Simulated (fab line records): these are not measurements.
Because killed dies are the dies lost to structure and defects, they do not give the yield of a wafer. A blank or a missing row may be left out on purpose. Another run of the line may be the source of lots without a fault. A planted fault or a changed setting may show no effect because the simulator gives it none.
Problem report, 8D (eight disciplines) form, completed by code + flow n5-finfet + the parts of the form that need people (team, actions taken, sign-off) are left out

## 1. PROBLEM STATEMENT
Wafers without a fault read 126.1 W, standard deviation 0.37; bias-w at N5_MIM_BOT_ETCH_ETCH_00 reads a mean of 152.1 W on 5 wafers belonging to 3 lots. That is +70 standard deviations from the usual mean.
The step: etches TiN in Cl2/BCl3, target depth 45.5 nm.
First seen on wafer L160.3, day 16 07:41, on rie-metal-01. Wafers with a number at this step in the record: 33, from 12 lots. Rule for "out" (also "out of limits"): further than 4 standard deviations from the usual mean. The other wafers with a number count as sound.

## 2. WHAT IT IS AND WHAT IT IS NOT
| question                    | is                                     | is not                                                                                |
|-----------------------------|----------------------------------------|---------------------------------------------------------------------------------------|
| which readings at this step | bias-w                                 | chamber-pressure-mTorr, drypump-motor-current-A, oes-product-au, throttle-valve-pct   |
| which lots                  | L160, L163, L164                       | L145, L147, L149, L151, L154, L156, L157, L161, L168                                  |
| which wafers of those lots  | L160.3, L160.5, L163.3, L164.3, L164.5 | L160.4, L163.2, L163.4, L164.4                                                        |
| read on which tools         | rie-metal-01                           | rie-metal-02, rie-metal-03                                                            |
| when                        | from day 16 07:41                      | up to then (19 sound wafers); but 9 sound wafers of L161, L163, L164, L168 came after |

## 3. WHAT RULES OUT EACH SUSPECT
Counting: a tool at a process step up to the reading stays a suspect if it ran every lot that is out. Sound lots after the first of them don't rule it out here, since some wafers of a struck lot are sound.
- rie-metal-01 at N5_MIM_BOT_ETCH_ETCH_00 (etches TiN in Cl2/BCl3, target depth 45.5 nm): kept. Every lot that is out went through it, the first being L160 (day 16 07:41); the last sound lot it ran before that was L154 (day 15 00:18). On those wafers its own readings are out: bias-w.
- At N5_MIM_BOT_ETCH_ETCH_00 on rie-metal-01, chamber 1 took the sound wafers of the same lots and chamber 0 took the wafers that are out.
The count leaves rie-metal-01 at N5_MIM_BOT_ETCH_ETCH_00.

## 4. THE CAUSE (what the simulator had put in)
rie-metal-01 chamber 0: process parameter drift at N5_MIM_BOT_ETCH_ETCH_00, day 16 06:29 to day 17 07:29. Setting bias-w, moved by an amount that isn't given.
This tool alone remained once counting was done.

## 5. SEQUENCE OF EFFECTS, ordered by route
Each row: a reading where the mean over the struck wafers with a number is more than 3 standard deviations away from the usual. Only readings for which the record gives a usual standard deviation are gone through. hours: the time from each lot's start at the first step in this table that gives one to its start at this step, as a median over the lots. sigmas: the change in usual standard deviations.
| hours | step                    | reading | usual   | on struck wafers | change | sigmas |
|-------|-------------------------|---------|---------|------------------|--------|--------|
| 0     | N5_MIM_BOT_ETCH_ETCH_00 | bias-w  | 126.1 W | 152.1            | +26.0  | +70    |
Process steps it contains:
- N5_MIM_BOT_ETCH_ETCH_00: etches TiN in Cl2/BCl3, target depth 45.5 nm.

## 6. HOW IT WOULD HAVE BEEN CAUGHT EARLIER
In this record the first reading out of limits was taken at day 16 07:41, 1 hour after the fault began at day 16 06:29.
